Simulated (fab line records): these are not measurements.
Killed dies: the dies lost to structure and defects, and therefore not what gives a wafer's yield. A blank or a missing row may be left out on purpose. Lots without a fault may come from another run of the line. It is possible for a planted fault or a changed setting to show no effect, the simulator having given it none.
Problem report, 8D (eight disciplines) form, completed by code / flow n5_finfet / the parts of the form that need people (team, actions taken, sign-off) are left out

## 1. WHAT IS WRONG
N5_BEOL_M3_ETCH_77, h2_flow_sccm: mean 219.5 sccm over 1 wafer from 1 lot; wafers with no fault: 200.0 sccm, standard deviation 0.64. That is +30 standard deviations from the usual mean.
The step: etches underlayer in N2/H2, target depth 6.5 nm, time 5.2 s.
First observed at day 12 01:43: wafer L758.6, on rie_diel-06. Wafers with a number at this step in the record: 24, from 8 lots. The rule behind "out" and "out of limits": a value lying over 4 standard deviations away from the usual mean. Any other wafer with a number is counted as sound.

## 2. WHAT IT IS; WHAT IT IS NOT
question=which readings at this step | is=h2_flow_sccm | is not=drypump_motor_current_A, oes_product_au, rf_vpp_V, showerhead_plenum_p_Torr, throttle_valve_pct
question=which lots | is=L758 | is not=L741, L742, L744, L749, L761, L763, L764
question=which wafers of those lots | is=L758.6 | is not=L758.3, L758.5
question=read on which tools | is=rie_diel-06 | is not=rie_diel-02, rie_diel-04
question=when | is=from day 12 01:43 | is not=up to then (14 sound wafers); but 9 sound wafers of L761, L763, L764 came after

## 3. WHAT RULES OUT EACH SUSPECT
Counting: a tool at a process step up to the reading stays a suspect if it ran every lot that is out. Sound lots after the first of them don't rule it out here, since some wafers of a struck lot are sound.
- rie_diel-06 at N5_BEOL_M3_STRIP_66 (strips in CF4): kept. L758, the lot that is out, went through it at day 12 00:52; up to then, the latest sound lot through it was L749 at day 9 06:03.
- rie_diel-06 at N5_BEOL_M3_ETCH_77 (etches underlayer in N2/H2, target depth 6.5 nm, time 5.2 s): kept. L758, the lot that is out, went through it at day 12 01:43; up to then, the latest sound lot through it was L741 at day 8 19:49. Out on those wafers are its own readings of h2_flow_sccm.
- In rie_diel-06 at N5_BEOL_M3_ETCH_77, the wafers that are out were processed in chamber 0 and their sound lot-mates in chambers 2, 3.
What counting leaves: rie_diel-06 at N5_BEOL_M3_STRIP_66 and rie_diel-06 at N5_BEOL_M3_ETCH_77.

## 4. THE CAUSE (what the simulator had put in)
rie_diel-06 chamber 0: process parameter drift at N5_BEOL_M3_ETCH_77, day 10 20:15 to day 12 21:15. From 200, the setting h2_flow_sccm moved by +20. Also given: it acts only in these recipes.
Counting left 2 suspects, and this tool is among them.

## 5. THE EFFECT CHAIN, in route order
One row per reading whose mean, taken over the struck wafers that have a number, lies over 3 standard deviations from the usual. Only readings whose record carries a usual standard deviation are examined. hours: median over the lots of the time between each lot's start at the first step of this table that gives one and its start at this step. sigmas: the change, counted in usual standard deviations.
hours=0; step=N5_BEOL_M3_ETCH_77; reading=h2_flow_sccm; usual=200.0 sccm; on struck wafers=219.5; change=+19.5; sigmas=+30
Here are the process steps it includes:
- N5_BEOL_M3_ETCH_77: etches underlayer in N2/H2, target depth 6.5 nm, time 5.2 s.
At these later measuring or inspecting steps, every struck wafer for which the step has a row has a number for every such reading, and none has moved that far: N5_BEOL_M4_RC_MEAS_101.

## 6. WHAT WOULD HAVE CAUGHT IT SOONER
First out-of-limits reading in this record: day 12 01:43, which is 29 hours after fault onset at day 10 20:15.
